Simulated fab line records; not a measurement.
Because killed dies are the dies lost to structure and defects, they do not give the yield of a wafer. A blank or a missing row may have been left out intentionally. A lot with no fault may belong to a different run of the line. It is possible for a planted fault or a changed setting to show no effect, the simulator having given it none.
Matching of chambers :: flow nandHarc :: 4 sister chambers for NHARC_A_BLC_DESCUM_15 on rieDiel-05
The step chemistry O2, time 3 s. 8 wafers are shown with their chamber, then 12 later ones without.

## WAFERS, EACH WITH ITS CHAMBER
wafer: L079.5
chamber: 0
showerheadPlenumPTorr (Torr): 1.78
drypumpMotorCurrentA (A): 5.2

wafer: L082.3
chamber: 2
showerheadPlenumPTorr (Torr): 2.03
drypumpMotorCurrentA (A): 6.3

wafer: L082.5
chamber: 2
showerheadPlenumPTorr (Torr): 2.03
drypumpMotorCurrentA (A): 6.3

wafer: L089.2
chamber: 3
showerheadPlenumPTorr (Torr): 2.05
drypumpMotorCurrentA (A): 6.4

wafer: L089.5
chamber: 1
showerheadPlenumPTorr (Torr): 1.93
drypumpMotorCurrentA (A): 5.8

wafer: L090.2
chamber: 1
showerheadPlenumPTorr (Torr): 1.92
drypumpMotorCurrentA (A): 5.9

wafer: L090.5
chamber: 3
showerheadPlenumPTorr (Torr): 2.05
drypumpMotorCurrentA (A): 6.4

wafer: L090.6
chamber: 0
showerheadPlenumPTorr (Torr): 1.77
drypumpMotorCurrentA (A): 5.2

## WAFERS WITHOUT THEIR CHAMBER
wafer: L088.1
showerheadPlenumPTorr (Torr): 1.77
drypumpMotorCurrentA (A): 5.2

wafer: L088.2
showerheadPlenumPTorr (Torr): 1.93
drypumpMotorCurrentA (A): 5.8

wafer: L088.5
showerheadPlenumPTorr (Torr): 2.05
drypumpMotorCurrentA (A): 6.4

wafer: L094.1
showerheadPlenumPTorr (Torr): 1.77
drypumpMotorCurrentA (A): 5.2

wafer: L094.2
showerheadPlenumPTorr (Torr): 2.03
drypumpMotorCurrentA (A): 6.3

wafer: L094.3
showerheadPlenumPTorr (Torr): 1.92
drypumpMotorCurrentA (A): 5.9

wafer: L093.1
showerheadPlenumPTorr (Torr): 2.03
drypumpMotorCurrentA (A): 6.4

wafer: L093.2
showerheadPlenumPTorr (Torr): 1.77
drypumpMotorCurrentA (A): 5.2

wafer: L093.5
showerheadPlenumPTorr (Torr): 1.77
drypumpMotorCurrentA (A): 5.2

wafer: L097.2
showerheadPlenumPTorr (Torr): 2.04
drypumpMotorCurrentA (A): 6.4

wafer: L097.4
showerheadPlenumPTorr (Torr): 1.92
drypumpMotorCurrentA (A): 5.8

wafer: L097.6
showerheadPlenumPTorr (Torr): 1.92
drypumpMotorCurrentA (A): 5.9

## WHICH CHAMBER EACH WENT THROUGH
wafer: L088.1
from the rows above: 0
in truth: 0

wafer: L088.2
from the rows above: 1
in truth: 1

wafer: L088.5
from the rows above: 3
in truth: 3

wafer: L094.1
from the rows above: 0
in truth: 0

wafer: L094.2
from the rows above: 2
in truth: 2

wafer: L094.3
from the rows above: 1
in truth: 1

wafer: L093.1
from the rows above: can't be placed: 2 or 3
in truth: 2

wafer: L093.2
from the rows above: 0
in truth: 0

wafer: L093.5
from the rows above: 0
in truth: 0

wafer: L097.2
from the rows above: can't be placed: 3 or 2
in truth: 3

wafer: L097.4
from the rows above: 1
in truth: 1

wafer: L097.6
from the rows above: 1
in truth: 1
Correct placement for 10 of the 12. Not placeable from these rows: 2 (in 2, the candidates include the true chamber). Wrongly placed: 0.
How it was worked out, from the rows above alone: a wafer's distance from a chamber is the root of the sum, over the readings, of the square of ((its reading less the chamber's mean) divided by the reading's scatter). If the next closest chamber is less than 2 further off than the closest, the wafer can't be placed; otherwise it belongs to the closest. The mean given for a chamber averages the wafers shown for that chamber. The scatter: take each reading less its chamber's mean, square it, sum over the shown wafers, divide by the number of wafers less the number of chambers, and take the root.
